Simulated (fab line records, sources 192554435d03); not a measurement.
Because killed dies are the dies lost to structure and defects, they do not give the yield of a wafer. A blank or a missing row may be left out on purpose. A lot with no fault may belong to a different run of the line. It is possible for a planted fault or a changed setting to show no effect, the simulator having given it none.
fab line records	flow n5_finfet
[record] lots = 24	wafers = 72	last_day = 19
route steps=1938 shown BEOL_M5@1159 BEOL_M6@1217
lots that met no fault: taken from a fault-free run of the same line
start_h: hours from the record's opening day to when the first of the lot's shown wafers began	wait_h: hours from the lot's prior step to this one	" identical to the entry in the row above	L1.1+2: one row covering several wafers at once	- no value present, or no start provided	* or withheld: withheld	< > ~ a bound
route shown NAME@n: NAME is a module with steps in the file, n the number in the route of the first one	usual: mean/standard deviation of fault-free wafers	same: alike in all rows	chamber/n: place in a boat	sites: readings site by site	_std_site: their standard deviation	_edge_site: outer sites' mean less inner sites'	radius_mm: for every site, how far away it sits from the centre of the wafer	mask NAME#n: copy n	behind: the tool/chamber that last shaped the wafer	hold: cause of the lot's hold/its duration in hours/its outcome	device: the transistor (n, p or np) that didn't switch	end of line: at the end of the route, the tests of the same wafers	step lacking rows: just its recipe	killed: at the first sort, the dies lost to defects and structure; wafer yield is something else	map: dies across one wafer; x = killed, . = not, _ = none there
set.NAME: the setting that was run; set.NAME@STEP: the one run at that earlier step	model.NAME: the simulator's own value behind a step, which no gauge read
the route's steps for a sample of lots (tables are steps, rows are wafers)
services: from which hour (start_h, from the record's first day; less than 0 if before it) a tool's chamber was out of use, for how many hours, and why
[[steps]]
[step N5_BEOL_M5_STRIP_36]
[recipe] chemistry = N2/H2	power_w = 450	temp_c = 40	pressure_mtorr = 20	rf_frequency_hz = 6e+07	overash_fraction = 0.3	bias_power_w = 7	h2_frac = 0.5	n2_flow_sccm = 200	h2_flow_sccm = 200
[usual] drypump_motor_current_A = 5.8/0.64	oes_product_au = 0.80/0.071	rf_vpp_V = 59.3/1.7	showerhead_plenum_p_Torr = 2.53/0.082	temp_c = 40.00/0.1	throttle_valve_pct = 23.70/0.22
lot.wafer	tool	chamber	start_h	wait_h	drypump_motor_current_A	oes_product_au	rf_hours_counter_h	rf_vpp_V	showerhead_plenum_p_Torr	temp_c	throttle_valve_pct
L074.2	rie_diel-06	0	203.32	0.0	6.2	0.91	31	60.5	2.60	40.08	23.62
L074.3	"	1	"	"	5.0	0.73	207	58.7	2.51	39.97	23.66
L074.5	"	3	"	"	5.1	0.71	-	59.4	2.41	40.07	24.05
L075.2	rie_diel-04	3	206.94	0.0	5.9	0.88	38	60.9	2.58	40.04	23.55
L075.4	"	2	"	"	6.2	0.76	140	59.8	2.44	40.08	24.00
L075.6	"	2	"	"	6.2	0.77	-	60.2	2.44	40.05	24.01
L077.2	rie_diel-01	2	212.39	0.0	4.9	0.75	153	58.9	2.43	40.06	23.63
L077.4	"	0	"	"	5.4	0.82	76	58.5	2.58	39.89	23.50
L077.6	"	2	"	"	4.9	0.75	-	55.3	2.43	39.99	23.64
L078.2	rie_diel-01	0	229.43	0.0	5.5	0.82	82	56.9	2.57	40.08	23.49
L078.3	"	1	"	"	6.8	0.80	92	57.9	2.56	39.83	23.64
L078.5	"	1	"	"	6.8	0.80	-	60.0	2.56	39.88	23.65
L076.1	rie_diel-01	0	229.98	0.0	5.4	0.83	82	59.0	2.57	40.17	23.50
L076.2	"	2	"	"	4.8	0.74	159	60.2	2.43	39.91	23.63
L076.5	"	1	"	"	6.7	0.79	-	58.6	2.56	40.05	23.66
L079.1	rie_diel-01	0	230.41	0.0	5.5	0.81	83	60.2	2.57	39.92	23.51
L079.2	"	1	"	"	6.7	0.79	93	60.0	2.56	40.02	23.64
L079.4	"	3	"	"	5.4	0.89	18	58.8	2.48	39.90	23.31
L080.3	rie_diel-06	0	236.61	0.0	6.3	0.88	42	61.1	2.59	39.98	23.60
L080.5	"	3	"	"	5.1	0.70	-	59.3	2.41	39.80	24.06
L080.6	"	2	"	"	6.6	0.91	-	57.8	2.59	40.00	23.83
L081.2	rie_diel-06	0	239.51	0.0	6.2	0.87	44	59.5	2.59	39.84	23.65
L081.3	"	1	"	"	4.9	0.71	219	60.3	2.51	39.97	23.66
L081.5	"	1	"	"	4.9	0.71	-	58.5	2.51	40.14	23.68
L082.1	rie_diel-04	3	250.03	0.0	5.8	0.86	48	61.0	2.58	39.89	23.50
L082.3	"	2	"	"	6.2	0.75	150	59.6	2.44	40.04	24.03
L082.4	"	1	"	"	5.9	0.75	165	58.2	2.64	39.95	23.72
L083.1	rie_diel-06	3	255.91	0.0	5.1	0.70	226	59.9	2.40	39.96	24.09
L083.3	"	0	"	"	6.3	0.88	49	60.6	2.59	40.09	23.62
L083.5	"	2	"	"	6.6	0.89	-	60.5	2.59	40.07	23.85
L084.2	rie_diel-06	3	262.38	0.0	5.1	0.70	228	56.4	2.40	39.97	24.04
L084.4	"	1	"	"	4.9	0.71	226	58.3	2.50	40.14	23.66
L084.6	"	1	"	"	4.9	0.71	-	59.9	2.50	40.22	23.67
L086.1	rie_diel-04	1	262.58	0.0	5.9	0.76	169	60.4	2.64	39.96	23.75
L086.3	"	0	"	"	5.3	0.88	38	61.4	2.70	40.12	23.40
L086.4	"	2	"	"	6.2	0.75	154	58.2	2.43	39.95	24.05
L085.1	rie_diel-01	1	274.47	0.0	6.7	0.78	110	58.0	2.56	40.08	23.70
L085.4	"	2	"	"	4.9	0.73	172	61.3	2.43	40.01	23.69
L085.5	"	3	"	"	5.4	0.87	-	58.5	2.48	39.96	23.31
L087.1	rie_diel-06	1	279.74	0.0	4.9	0.71	230	61.0	2.50	40.01	23.66
L087.2	"	0	"	"	6.3	0.87	57	60.2	2.58	39.90	23.65
L087.5	"	2	"	"	6.6	0.89	-	56.8	2.58	40.00	23.85
L088.2	rie_diel-04	1	285.37	0.0	5.9	0.75	176	59.9	2.64	39.93	23.76
L088.3	"	0	"	"	5.3	0.90	44	62.1	2.70	40.19	23.41
L088.5	"	3	"	"	5.9	0.86	-	60.2	2.57	40.14	23.60
L089.2	rie_diel-06	2	288.72	0.0	6.6	0.88	40	59.4	2.58	39.99	23.85
L089.3	"	3	"	"	5.1	0.68	236	57.0	2.40	40.03	24.08
L089.4	"	0	"	"	6.3	0.85	-	63.3	2.58	40.09	23.68
L090.1	rie_diel-01	3	296.97	0.0	5.4	0.85	37	60.6	2.47	39.95	23.30
L090.3	"	2	"	"	4.9	0.73	178	60.6	2.42	39.83	23.71
L090.6	"	0	"	"	5.4	0.79	-	55.5	2.56	40.03	23.54
L091.2	rie_diel-06	3	306.94	0.0	5.1	0.69	241	57.6	2.40	39.92	24.06
L091.5	"	0	"	"	6.2	0.85	-	58.9	2.58	40.04	23.62
L091.6	"	1	"	"	5.0	0.72	-	57.9	2.50	40.05	23.68
L092.1	rie_diel-06	2	310.23	0.0	6.6	0.87	46	57.9	2.58	40.10	23.88
L092.5	"	2	"	"	6.6	0.86	-	59.0	2.58	40.04	23.84
L092.6	"	3	"	"	5.1	0.69	-	57.7	2.40	40.20	24.10
L093.2	rie_diel-01	0	316.32	0.0	5.4	0.79	113	63.8	2.56	39.95	23.54
L093.4	"	1	"	"	6.8	0.77	123	60.5	2.55	40.04	23.68
L093.6	"	3	"	"	5.4	0.86	-	61.1	2.47	40.00	23.35
L094.2	rie_diel-04	2	318.66	0.0	6.2	0.73	170	58.3	2.43	39.99	24.08
L094.5	"	1	"	"	5.9	0.73	-	60.0	2.63	40.08	23.74
L094.6	"	2	"	"	6.2	0.74	-	63.8	2.43	40.02	24.07
L095.2	rie_diel-01	2	323.10	0.0	4.9	0.73	188	60.2	2.42	40.10	23.71
L095.5	"	3	"	"	5.4	0.85	-	59.2	2.47	39.97	23.36
L095.6	"	2	"	"	4.9	0.73	-	58.7	2.42	39.97	23.72
L096.1	rie_diel-01	0	334.67	0.0	5.4	0.78	118	60.4	2.56	40.10	23.50
L096.3	"	2	"	"	4.9	0.73	191	58.9	2.42	40.08	23.75
L096.4	"	1	"	"	6.8	0.76	129	59.6	2.55	39.98	23.71
L097.2	rie_diel-04	1	346.91	0.0	5.9	0.72	195	58.6	2.63	40.06	23.76
L097.3	"	0	"	"	5.3	0.86	62	55.7	2.69	39.92	23.43
L097.5	"	2	"	"	6.2	0.73	-	61.2	2.42	40.23	24.07
[step N5_BEOL_M5_ANNEAL_82]
[recipe] temp_c = 400	time_s = 1800	ambient = vacuum
[usual] heater_power_w = 814/39
lot.wafer	tool	chamber	start_h	wait_h	heater_power_w
L074.2	pvd_sputter-01	-	206.31	0.0	696
L074.3	"	-	"	"	790
L074.5	"	-	"	"	815
L075.2	pvd_sputter-01	-	210.74	0.0	705
L075.4	"	-	"	"	823
L075.6	"	-	"	"	800
L077.2	pvd_sputter-02	-	215.08	0.0	842
L077.4	"	-	"	"	785
L077.6	"	-	"	"	793
L078.2	pvd_sputter-01	-	232.10	0.0	861
L078.3	"	-	"	"	825
L078.5	"	-	"	"	715
L076.1	pvd_sputter-03	-	232.91	0.0	819
L076.2	"	-	"	"	804
L076.5	"	-	"	"	838
L079.1	pvd_sputter-02	-	234.89	0.0	863
L079.2	"	-	"	"	822
L079.4	"	-	"	"	813
L080.3	pvd_sputter-02	-	239.99	0.0	890
L080.5	"	-	"	"	785
L080.6	"	-	"	"	806
L081.2	pvd_sputter-03	-	242.66	0.0	819
L081.3	"	-	"	"	812
L081.5	"	-	"	"	827
L082.1	pvd_sputter-02	-	254.28	0.0	828
L082.3	"	-	"	"	879
L082.4	"	-	"	"	769
L083.1	pvd_sputter-01	-	258.79	0.0	845
L083.3	"	-	"	"	775
L083.5	"	-	"	"	709
L084.2	pvd_sputter-02	-	265.45	0.0	783
L084.4	"	-	"	"	883
L084.6	"	-	"	"	823
L086.1	pvd_sputter-03	-	265.67	0.0	820
L086.3	"	-	"	"	856
L086.4	"	-	"	"	834
L085.1	pvd_sputter-03	-	277.72	0.0	811
L085.4	"	-	"	"	824
L085.5	"	-	"	"	832
L087.1	pvd_sputter-03	-	282.71	0.0	844
L087.2	"	-	"	"	848
L087.5	"	-	"	"	844
L088.2	pvd_sputter-02	-	288.14	0.0	816
L088.3	"	-	"	"	780
L088.5	"	-	"	"	795
L089.2	pvd_sputter-01	-	291.90	0.0	831
L089.3	"	-	"	"	829
L089.4	"	-	"	"	770
L090.1	pvd_sputter-02	-	299.48	0.0	792
L090.3	"	-	"	"	885
L090.6	"	-	"	"	867
L091.2	pvd_sputter-02	-	309.57	0.0	871
L091.5	"	-	"	"	799
L091.6	"	-	"	"	822
L092.1	pvd_sputter-03	-	313.25	0.0	819
L092.5	"	-	"	"	815
L092.6	"	-	"	"	824
L093.2	pvd_sputter-03	-	319.43	0.0	820
L093.4	"	-	"	"	823
L093.6	"	-	"	"	807
L094.2	pvd_sputter-02	-	321.68	0.0	855
L094.5	"	-	"	"	794
L094.6	"	-	"	"	796
L095.2	pvd_sputter-03	-	325.80	0.0	840
L095.5	"	-	"	"	844
L095.6	"	-	"	"	823
L096.1	pvd_sputter-03	-	337.19	0.0	836
L096.3	"	-	"	"	838
L096.4	"	-	"	"	818
L097.2	pvd_sputter-02	-	349.44	0.0	788
L097.3	"	-	"	"	802
L097.5	"	-	"	"	882
[step N5_BEOL_M5_CMP_52]
[recipe] stop_on = SiCOH_lowk	t_overpolish_s = 6.9	down_force_psi = 1	platen_rpm = 50	clearing_platen_down_force_psi = 1.5	clearing_platen_rpm = 50	post_cmp_clean = cu_alkaline	target_thk_nm = 62	clearing_platen_pad_velocity_m_s = 0.99484	pad_velocity_m_s = 0.99484
[usual] barrier_field_endpoint_s = 24.9/0.55	motor_current_A = 6.1/0.52	overpolish_run_s = 6.900/0.0093	slurry_flow_ml_min = 150.0/0.46	time_to_endpoint_s = 64.4/2
lot.wafer	tool	chamber	start_h	wait_h	barrier_field_endpoint_s	motor_current_A	overpolish_run_s	slurry_flow_ml_min	time_to_endpoint_s
L074.2	cmp-01	3	210.03	0.2	24.8	6.5	6.887	149.2	65.1
L074.3	"	0	"	"	25.5	6.2	6.893	149.8	66.4
L074.5	"	2	"	"	25.8	5.6	6.891	150.6	66.8
L075.4	cmp-03	3	214.52	0.2	24.2	5.9	6.908	150.0	62.4
L075.2	"	1	"	"	24.0	5.4	6.889	149.9	62.0
L075.6	"	3	"	"	24.3	5.9	6.898	150.6	63.5
L077.2	cmp-04	3	219.24	0.2	24.4	6.5	6.896	150.0	66.6
L077.4	"	0	"	"	25.6	6.5	6.900	150.2	67.3
L077.6	"	0	"	"	25.7	6.5	6.907	149.0	67.9
L078.2	cmp-03	1	236.06	0.4	25.7	5.4	6.904	150.4	65.8
L078.3	"	2	"	"	25.1	6.8	6.916	149.2	61.6
L078.5	"	2	"	"	26.1	6.9	6.898	149.6	69.5
L076.2	cmp-01	3	236.68	0.3	25.6	6.4	6.911	150.6	66.7
L076.1	"	0	"	"	25.6	6.3	6.896	150.3	66.3
L076.5	"	2	"	"	25.6	5.9	6.920	150.1	65.5
L079.2	cmp-03	1	238.65	0.2	24.6	5.6	6.897	149.5	62.9
L079.1	"	2	"	"	25.0	7.3	6.904	149.5	62.7
L079.4	"	3	"	"	25.1	5.8	6.913	149.4	63.2
L080.3	cmp-01	0	243.71	0.2	24.4	6.0	6.909	150.6	64.0
L080.6	"	3	"	"	25.2	6.6	6.898	150.3	65.2
L080.5	"	0	"	"	25.2	6.3	6.910	150.0	67.8
L081.3	cmp-03	0	246.34	0.2	24.1	5.7	6.916	149.9	60.5
L081.2	"	3	"	"	24.4	5.8	6.882	150.5	63.3
L081.5	"	1	"	"	25.1	5.8	6.907	150.2	63.3
L082.4	cmp-03	1	257.98	0.1	24.6	5.3	6.902	150.0	63.5
L082.3	"	2	"	"	25.0	7.2	6.889	150.1	65.0
L082.1	"	0	"	"	23.7	5.7	6.898	150.2	61.1
L083.1	cmp-04	1	262.88	0.5	25.3	6.0	6.917	149.5	63.8
L083.3	"	3	"	"	25.1	6.6	6.901	150.2	63.8
L083.5	"	2	"	"	25.9	5.3	6.913	150.3	66.2
L084.4	cmp-03	1	269.14	0.1	24.9	5.5	6.884	149.8	64.1
L084.2	"	2	"	"	24.2	6.6	6.906	150.3	61.6
L084.6	"	1	"	"	24.1	5.4	6.905	150.5	60.4
L086.4	cmp-01	0	269.93	0.6	25.3	6.0	6.910	150.8	65.6
L086.3	"	2	"	"	25.0	5.6	6.891	149.7	64.1
L086.1	"	3	"	"	24.7	6.3	6.894	149.4	64.1
L085.4	cmp-03	0	281.47	0.2	25.5	6.0	6.900	150.1	64.1
L085.1	"	1	"	"	24.8	5.7	6.898	149.9	63.2
L085.5	"	0	"	"	25.8	6.0	6.882	149.7	66.0
L087.1	cmp-03	3	286.39	0.3	24.7	5.6	6.902	149.9	66.3
L087.2	"	2	"	"	25.0	6.8	6.920	150.1	65.5
L087.5	"	0	"	"	25.5	5.8	6.916	150.5	62.6
L088.3	cmp-01	0	291.82	0.2	25.4	5.8	6.891	149.8	65.5
L088.2	"	1	"	"	24.6	6.6	6.894	150.3	62.3
L088.5	"	1	"	"	24.8	6.3	6.895	150.0	64.1
L089.2	cmp-04	0	295.58	0.2	24.4	6.5	6.895	149.8	64.5
L089.3	"	1	"	"	24.6	6.1	6.891	149.0	62.9
L089.4	"	3	"	"	24.9	6.6	6.904	150.0	64.1
L090.3	cmp-03	3	303.16	0.2	25.1	5.9	6.913	149.3	66.9
L090.1	"	2	"	"	24.7	6.6	6.912	150.4	66.6
L090.6	"	3	"	"	24.8	5.5	6.900	149.6	66.5
L091.2	cmp-03	1	313.32	0.3	25.4	5.2	6.906	150.3	67.7
L091.5	"	3	"	"	24.8	5.8	6.911	150.2	65.1
L091.6	"	0	"	"	25.0	5.7	6.908	149.8	63.7
L092.1	cmp-04	2	316.98	0.3	25.1	5.1	6.907	149.9	67.5
L092.6	"	1	"	"	24.2	6.2	6.893	150.2	62.3
L092.5	"	2	"	"	25.3	5.2	6.902	150.9	63.2
L093.4	cmp-01	0	323.16	0.2	24.7	6.2	6.906	149.6	65.5
L093.2	"	1	"	"	23.7	6.8	6.901	149.3	64.0
L093.6	"	0	"	"	24.2	5.7	6.901	149.7	62.3
L094.2	cmp-01	1	325.71	0.3	24.9	6.5	6.895	149.7	62.4
L094.5	"	2	"	"	25.3	5.8	6.887	150.1	62.9
L094.6	"	3	"	"	25.1	6.5	6.903	150.6	64.4
L095.2	cmp-04	3	329.59	0.3	24.7	6.8	6.895	150.3	64.2
L095.5	"	0	"	"	25.6	6.5	6.898	150.1	67.3
L095.6	"	1	"	"	25.0	6.1	6.902	149.5	62.7
L096.4	cmp-04	2	340.87	0.1	25.4	5.1	6.891	149.4	64.6
L096.3	"	3	"	"	24.9	6.4	6.906	149.2	64.2
L096.1	"	0	"	"	24.9	6.1	6.898	150.3	65.2
L097.3	cmp-04	0	353.31	0.2	24.7	6.7	6.893	150.0	64.3
L097.2	"	1	"	"	24.6	5.8	6.902	149.8	62.6
L097.5	"	3	"	"	24.0	6.8	6.895	149.6	60.5
[step N5_BEOL_M5_PRE_CLEAN_77]
[recipe] gas = NH3/H2	time_s = 15	temp_c = *	rf_power_w = 300
[usual] heater_power_w = 83/15
lot.wafer	tool	chamber	start_h	wait_h	heater_power_w
L074.2	cvd_co-01	1	210.32	0.0	95
L074.3	"	2	"	"	59
L074.5	"	1	"	"	94
L075.2	cvd_co-02	2	214.82	0.0	97
L075.4	"	1	"	"	96
L075.6	"	2	"	"	96
L077.2	cvd_co-01	0	219.57	0.0	88
L077.4	"	1	"	"	93
L077.6	"	2	"	"	58
L078.2	cvd_co-02	2	236.40	0.0	97
L078.3	"	0	"	"	65
L078.5	"	0	"	"	65
L076.1	cvd_co-01	2	236.94	0.0	58
L076.2	"	1	"	"	94
L076.5	"	0	"	"	88
L079.1	cvd_co-02	1	238.94	0.0	101
L079.2	"	0	"	"	67
L079.4	"	0	"	"	67
L080.3	cvd_co-01	0	244.00	0.0	89
L080.5	"	1	"	"	92
L080.6	"	0	"	"	89
L081.2	cvd_co-01	0	246.67	0.0	89
L081.3	"	1	"	"	93
L081.5	"	2	"	"	59
L082.1	cvd_co-02	2	258.31	0.0	98
L082.3	"	1	"	"	101
L082.4	"	0	"	"	67
L083.1	cvd_co-01	1	263.21	0.0	94
L083.3	"	2	"	"	59
L083.5	"	1	"	"	92
L084.2	cvd_co-01	0	269.48	0.0	89
L084.4	"	1	"	"	94
L084.6	"	0	"	"	88
L086.1	cvd_co-02	1	270.33	0.1	97
L086.3	"	0	"	"	65
L086.4	"	2	"	"	95
L085.1	cvd_co-01	0	281.89	0.2	88
L085.4	"	0	"	"	90
L085.5	"	2	"	"	59
L087.1	cvd_co-02	1	286.74	0.1	99
L087.2	"	0	"	"	68
L087.5	"	2	"	"	98
L088.2	cvd_co-01	2	292.15	0.0	60
L088.3	"	1	"	"	95
L088.5	"	1	"	"	99
L089.2	cvd_co-01	2	295.92	0.0	60
L089.3	"	0	"	"	88
L089.4	"	2	"	"	60
L090.1	cvd_co-01	1	303.49	0.0	92
L090.3	"	2	"	"	61
L090.6	"	0	"	"	88
L091.2	cvd_co-01	2	313.58	0.0	60
L091.5	"	1	"	"	93
L091.6	"	0	"	"	89
L092.1	cvd_co-02	0	317.29	0.0	67
L092.5	"	2	"	"	95
L092.6	"	0	"	"	66
L093.2	cvd_co-01	0	323.46	0.0	90
L093.4	"	0	"	"	90
L093.6	"	2	"	"	61
L094.2	cvd_co-01	1	325.93	0.0	95
L094.5	"	0	"	"	89
L094.6	"	1	"	"	91
L095.2	cvd_co-01	0	329.81	0.0	90
L095.5	"	0	"	"	87
L095.6	"	2	"	"	61
L096.1	cvd_co-02	0	341.20	0.0	67
L096.3	"	0	"	"	66
L096.4	"	2	"	"	97
L097.2	cvd_co-02	0	353.60	0.0	68
L097.3	"	2	"	"	97
L097.5	"	0	"	"	65
[step N5_BEOL_M6_CD_MEAS_18]
[recipe] pitch_nm = 80	target_cd_nm = 40
[usual] cd_nm = 40.0/0.52
lot.wafer	tool	chamber	start_h	wait_h	cd_nm
L074.2	cd_sem-03	-	213.55	0.1	40.4
L074.3	"	-	"	"	39.3
L074.5	"	-	"	"	39.8
L075.2	cd_sem-03	-	217.45	0.1	40.3
L075.4	"	-	"	"	39.8
L075.6	"	-	"	"	40.1
L077.2	cd_sem-03	-	223.02	0.1	40.6
L077.4	"	-	"	"	40.4
L077.6	"	-	"	"	40.5
L078.2	cd_sem-02	-	238.59	0.1	39.9
L078.3	"	-	"	"	39.3
L078.5	"	-	"	"	39.5
L076.1	cd_sem-03	-	239.85	0.0	39.9
L076.2	"	-	"	"	40.2
L076.5	"	-	"	"	39.8
L079.1	cd_sem-03	-	241.91	0.0	39.5
L079.2	"	-	"	"	39.4
L079.4	"	-	"	"	39.1
L080.3	cd_sem-03	-	246.48	0.1	39.8
L080.5	"	-	"	"	39.6
L080.6	"	-	"	"	40.6
L081.2	cd_sem-03	-	250.14	0.1	40.2
L081.3	"	-	"	"	39.6
L081.5	"	-	"	"	39.9
L082.1	cd_sem-03	-	260.96	0.0	40.9
L082.3	"	-	"	"	40.6
L082.4	"	-	"	"	40.6
L083.1	cd_sem-02	-	266.57	0.0	39.7
L083.3	"	-	"	"	39.7
L083.5	"	-	"	"	40.0
L084.2	cd_sem-03	-	274.92	0.1	40.8
L084.4	"	-	"	"	40.7
L084.6	"	-	"	"	41.6
L086.1	cd_sem-01	-	275.48	0.0	39.7
L086.3	"	-	"	"	39.9
L086.4	"	-	"	"	39.5
L085.1	cd_sem-03	-	287.51	0.1	39.4
L085.4	"	-	"	"	39.7
L085.5	"	-	"	"	39.4
L087.1	cd_sem-03	-	290.33	0.1	39.1
L087.2	"	-	"	"	40.3
L087.5	"	-	"	"	40.1
L088.2	cd_sem-03	-	294.28	0.1	39.8
L088.3	"	-	"	"	39.1
L088.5	"	-	"	"	39.2
L089.2	cd_sem-03	-	298.66	0.1	40.3
L089.3	"	-	"	"	39.6
L089.4	"	-	"	"	40.3
L090.1	cd_sem-01	-	307.31	0.0	40.3
L090.3	"	-	"	"	40.0
L090.6	"	-	"	"	40.7
L091.2	cd_sem-03	-	317.60	0.1	39.7
L091.5	"	-	"	"	39.4
L091.6	"	-	"	"	39.1
L092.1	cd_sem-02	-	320.36	0.0	39.4
L092.5	"	-	"	"	40.2
L092.6	"	-	"	"	39.7
L093.2	cd_sem-02	-	326.97	0.1	39.2
L093.4	"	-	"	"	40.3
L093.6	"	-	"	"	40.0
L094.2	cd_sem-03	-	330.30	0.1	40.2
L094.5	"	-	"	"	40.3
L094.6	"	-	"	"	39.6
L095.2	cd_sem-03	-	333.95	0.1	38.8
L095.5	"	-	"	"	39.4
L095.6	"	-	"	"	39.4
L096.1	cd_sem-02	-	345.21	0.0	39.9
L096.3	"	-	"	"	40.0
L096.4	"	-	"	"	40.0
L097.2	cd_sem-03	-	358.09	0.1	39.6
L097.3	"	-	"	"	40.1
L097.5	"	-	"	"	39.2
[step N5_BEOL_M6_INSPECT_30]
[recipe] mode = adi	inspect_instrument = brightfield
[usual] raw_defect_count = 399/87
lot.wafer	tool	chamber	start_h	wait_h	raw_defect_count
L074.2	defect_inspect-02	-	214.14	0.0	343
L074.3	"	-	"	"	340
L074.5	"	-	"	"	368
L075.2	defect_inspect-02	-	217.84	0.0	734
L075.4	"	-	"	"	636
L075.6	"	-	"	"	429
L077.2	defect_inspect-02	-	224.42	0.0	401
L077.4	"	-	"	"	403
L077.6	"	-	"	"	384
L078.2	defect_inspect-02	-	240.06	0.0	454
L078.3	"	-	"	"	393
L078.5	"	-	"	"	455
L076.1	defect_inspect-02	-	240.26	0.1	448
L076.2	"	-	"	"	380
L076.5	"	-	"	"	566
L079.1	defect_inspect-02	-	244.83	0.1	361
L079.2	"	-	"	"	387
L079.4	"	-	"	"	321
L080.3	defect_inspect-01	-	249.11	0.0	259
L080.5	"	-	"	"	300
L080.6	"	-	"	"	255
L081.2	defect_inspect-02	-	252.48	0.0	398
L081.3	"	-	"	"	297
L081.5	"	-	"	"	327
L082.1	defect_inspect-01	-	261.77	0.1	324
L082.3	"	-	"	"	353
L082.4	"	-	"	"	358
L083.1	defect_inspect-01	-	268.15	0.1	331
L083.3	"	-	"	"	403
L083.5	"	-	"	"	501
L084.2	defect_inspect-01	-	275.35	0.0	273
L084.4	"	-	"	"	440
L084.6	"	-	"	"	415
L086.1	defect_inspect-01	-	275.88	0.1	442
L086.3	"	-	"	"	447
L086.4	"	-	"	"	587
L085.1	defect_inspect-02	-	288.76	0.1	513
L085.4	"	-	"	"	339
L085.5	"	-	"	"	300
L087.1	defect_inspect-02	-	290.84	0.1	314
L087.2	"	-	"	"	426
L087.5	"	-	"	"	365
L088.2	defect_inspect-02	-	295.59	0.0	455
L088.3	"	-	"	"	655
L088.5	"	-	"	"	548
L089.2	defect_inspect-01	-	301.05	0.0	422
L089.3	"	-	"	"	490
L089.4	"	-	"	"	383
L090.1	defect_inspect-02	-	310.29	0.1	357
L090.3	"	-	"	"	308
L090.6	"	-	"	"	442
L091.2	defect_inspect-01	-	318.39	0.0	289
L091.5	"	-	"	"	511
L091.6	"	-	"	"	367
L092.1	defect_inspect-01	-	322.97	0.1	388
L092.5	"	-	"	"	366
L092.6	"	-	"	"	341
L093.2	defect_inspect-01	-	327.72	0.0	357
L093.4	"	-	"	"	344
L093.6	"	-	"	"	386
L094.2	defect_inspect-02	-	330.99	0.0	452
L094.5	"	-	"	"	435
L094.6	"	-	"	"	356
L095.2	defect_inspect-01	-	334.35	0.0	327
L095.5	"	-	"	"	252
L095.6	"	-	"	"	442
L096.1	defect_inspect-02	-	345.66	0.1	432
L096.3	"	-	"	"	496
L096.4	"	-	"	"	345
L097.2	defect_inspect-02	-	362.14	0.0	353
L097.3	"	-	"	"	343
L097.5	"	-	"	"	430
[[services]]
tool	chamber	start_h	hours	kind
rie_diel-06	1	183.64	4.6	repair
cvd_co-01	-	185.05	2.3	repair
pvd_sputter-02	-	186.11	7.3	repair
cmp-03	-	191.59	4.0	pm
rie_diel-01	0	196.72	1.8	repair
rie_diel-01	1	196.83	5.2	repair
cmp-04	-	199.95	6.6	pm
cmp-03	-	207.61	4.0	pm
rie_diel-06	-	213.84	2.8	pm
cmp-01	-	219.42	6.5	repair
rie_diel-04	-	228.29	14.6	pm
cmp-01	-	232.07	3.1	pm
cmp-01	-	240.79	0.9	repair
rie_diel-01	2	247.70	9.1	repair
cmp-04	-	257.06	1.3	repair
rie_diel-01	3	261.33	9.2	repair
cmp-03	-	289.82	0.5	repair
cmp-01	-	298.50	4.0	pm
cmp-01	-	304.50	4.9	pm
rie_diel-01	-	326.60	0.4	repair
cvd_co-02	2	329.57	7.7	repair
rie_diel-06	3	333.41	3.6	repair
rie_diel-01	-	344.99	2.8	pm
cvd_co-02	-	349.37	3.8	pm
[[key]]
fault none
